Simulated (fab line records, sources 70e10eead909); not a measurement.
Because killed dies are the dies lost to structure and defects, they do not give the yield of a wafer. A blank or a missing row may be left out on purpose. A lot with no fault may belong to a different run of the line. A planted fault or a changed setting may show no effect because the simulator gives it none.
Which tool is to blame? + flow nandHarc + 6 lots with 18 wafers sampled at 5 steps, on a route of 1159 steps

== WHAT THE GAUGES READ, wafer by wafer ==
NHARC_END_SORT_01.
| lot  | measured     | on        | killedAtArray |
|------|--------------|-----------|---------------|
| L437 | day 24 19:32 | prober-01 | 19 28 26      |

== TOOL THAT RAN EACH LOT (tool first, then ch and the chambers of the sampled wafers, then the start) ==
| lot  | NHARC_A_SLIT_DESCUM_14            | NHARC_A_SLIT_ETCH_17            | NHARC_A_WL_FILL_ALD_00          | NHARC_A_WL_FILL_ETCHBACK_04      |
|------|-----------------------------------|---------------------------------|---------------------------------|----------------------------------|
| L426 | rieDiel-13 ch 0,1,3, day 14 19:11 | harEtch-02 ch 0,1, day 14 20:11 | aldHk-04 ch 0,3, day 15 06:19   | rieMetal-02 ch 0,1, day 15 13:14 |
| L424 | rieDiel-12 ch 0,2, day 14 21:13   | harEtch-02 ch 1, day 14 21:59   | aldHk-01 ch 0,1, day 15 06:23   | rieMetal-02 ch 0,1, day 15 16:07 |
| L428 | rieDiel-12 ch 0,2,3, day 15 22:48 | harEtch-01 ch 0,1, day 15 23:34 | aldHk-01 ch 0,1,3, day 16 10:00 | rieMetal-03 ch 0,1, day 17 02:46 |
| L435 | rieDiel-08 ch 1,2,3, day 18 07:05 | harEtch-02 ch 0,1, day 18 08:34 | aldHk-04 ch 0,1,3, day 18 18:17 | rieMetal-01 ch 0,1, day 18 22:37 |
| L441 | rieDiel-13 ch 0,2,3, day 18 22:12 | harEtch-01 ch 0,1, day 18 22:58 | aldHk-01 ch 0,1,3, day 19 09:20 | rieMetal-02 ch 0,1, day 19 13:34 |
| L437 | rieDiel-12 ch 0,1,3, day 19 00:00 | harEtch-01 ch 0, day 19 02:17   | aldHk-01 ch 1,2,3, day 19 12:40 | rieMetal-02 ch 0,1, day 20 00:19 |
- NHARC_A_SLIT_DESCUM_14: chemistry O2, time 3 s.
- NHARC_A_SLIT_ETCH_17: etches the open film in C4F8/O2/Ar, time 1687.5 s, target depth 10100 nm.
- NHARC_A_WL_FILL_ALD_00: deposits Al2O3, target thk 3 nm, pulse time 3 s, ald cycles 30.
- NHARC_A_WL_FILL_ETCHBACK_04: etches the open film in NF3, target depth 60 nm, time 120 s.

== THE ANSWER, worked out from the rows above alone ==
Rule: what is usual is taken from the lots themselves. The widest of any qualifying gaps counts: lots, ordered by their means at a reading, are off when they make up no more than a third of the lots, leave a main group of 4 or more, and stand apart from it by 3 or more times the standard deviation of that group's means. If all means in a main group match to the digits the tables above print for the reading, that group is not used. Also off: a lot with no number at a reading for which 4 or more lots have one. All remaining lots with rows at the step are treated as sound.
Nothing can be told from this: no lot is off at any reading shown.

== WHAT WAS PUT IN BY THE SIMULATOR ==
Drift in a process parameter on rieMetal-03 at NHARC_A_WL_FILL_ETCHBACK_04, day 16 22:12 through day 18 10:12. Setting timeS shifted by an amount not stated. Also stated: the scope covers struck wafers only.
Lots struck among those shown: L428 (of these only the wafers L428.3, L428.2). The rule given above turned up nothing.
